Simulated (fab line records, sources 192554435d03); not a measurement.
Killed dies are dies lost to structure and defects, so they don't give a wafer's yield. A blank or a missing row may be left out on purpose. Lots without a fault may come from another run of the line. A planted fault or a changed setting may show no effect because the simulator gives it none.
One fault seen from 2 desks | flow n5_finfet | each desk has only its own numbers; what lay behind them comes last

THE TOOL OWNER'S DESK: litho_track-02
The tool's own readings at N5_PMOS_HMC_CHANNEL_EPI_COAT_31 (time 60 s, resist thk 66 nm): means of the sampled wafers that have a number, for each lot that ran on this tool. A lot is out of limits, marked OUT, if its mean lies more than 4 standard deviations from the usual mean; the brackets give that distance.
Columns: A = spin_speed_rpm at N5_PMOS_HMC_CHANNEL_EPI_COAT_31, usual 1500.1 rpm
lot  | first seen here | A
L502 | day 3 17:02     | 1500.6
L511 | day 5 23:07     | 1534.9 (+35) OUT
L512 | day 6 05:37     | 1535.8 (+36) OUT
L513 | day 6 11:27     | 1535.4 (+35) OUT
This desk's finding: out of limits on L511, L512, L513; first on L511, day 5 23:07 (spin_speed_rpm at N5_PMOS_HMC_CHANNEL_EPI_COAT_31). In limits: L502.

THE METROLOGY DESK
What the gauges read, lot by lot, whatever tool the lot ran on: means of the sampled wafers that have a number. A lot is out of limits, marked OUT, if its mean lies more than 4 standard deviations from the usual mean; the brackets give that distance. Of its 10 readings 7 are shown: those that lie furthest out on some lot.
Columns: A = DIBL_N at N5_BEOL_M4_RC_MEAS_101, usual 36.1 mV/V; B = DIBL_P at N5_BEOL_M4_RC_MEAS_101, usual 36 mV/V; C = IOFF_N at N5_BEOL_M4_RC_MEAS_101, usual 0.16 nA/um; D = IOFF_P at N5_BEOL_M4_RC_MEAS_101, usual 0.20 nA/um; E = SS_N at N5_BEOL_M4_RC_MEAS_101, usual 71.6 mV/dec; F = SS_P at N5_BEOL_M4_RC_MEAS_101, usual 73.2 mV/dec; G = VT_N at N5_BEOL_M4_RC_MEAS_101, usual 251 mV
lot  | first seen here | A    | B  | C    | D    | E    | F    | G
L502 | day 11 23:04    | 35.5 | 36 | 0.15 | 0.20 | 71.1 | 73.2 | 251
L511 | day 13 18:59    | 36.4 | 35 | 0.14 | 0.17 | 71.2 | 72.5 | 251
L512 | day 13 20:47    | 38.6 | 37 | 0.20 | 0.24 | 72.6 | 74.5 | 247
L513 | day 14 01:12    | 33.4 | 32 | 0.11 | 0.16 | 70.3 | 72.9 | 254
L516 | day 15 02:35    | 36.9 | 37 | 0.15 | 0.24 | 72.0 | 73.4 | 251
This desk's finding: nothing out of limits on any of the 5 lots.

PUT TOGETHER
The tool owner's desk could have raised an alarm at day 5 23:07, on L511, L512, L513.
The metrology desk saw nothing out of limits.
The metrology desk has L511, L512, L513 on record, within its limits.
Of the lots named, all ran N5_PMOS_HMC_CHANNEL_EPI_COAT_31 on litho_track-02.

WHAT THE SIMULATOR HAD PUT IN
Process parameter drift: litho_track-02, from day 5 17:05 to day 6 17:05, at N5_PMOS_HMC_CHANNEL_EPI_COAT_31. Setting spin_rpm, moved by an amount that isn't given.
Lots struck among those shown: L511, L512, L513.
Hours from the fault's start to each desk's first reading out of limits: the tool owner's desk, 6.
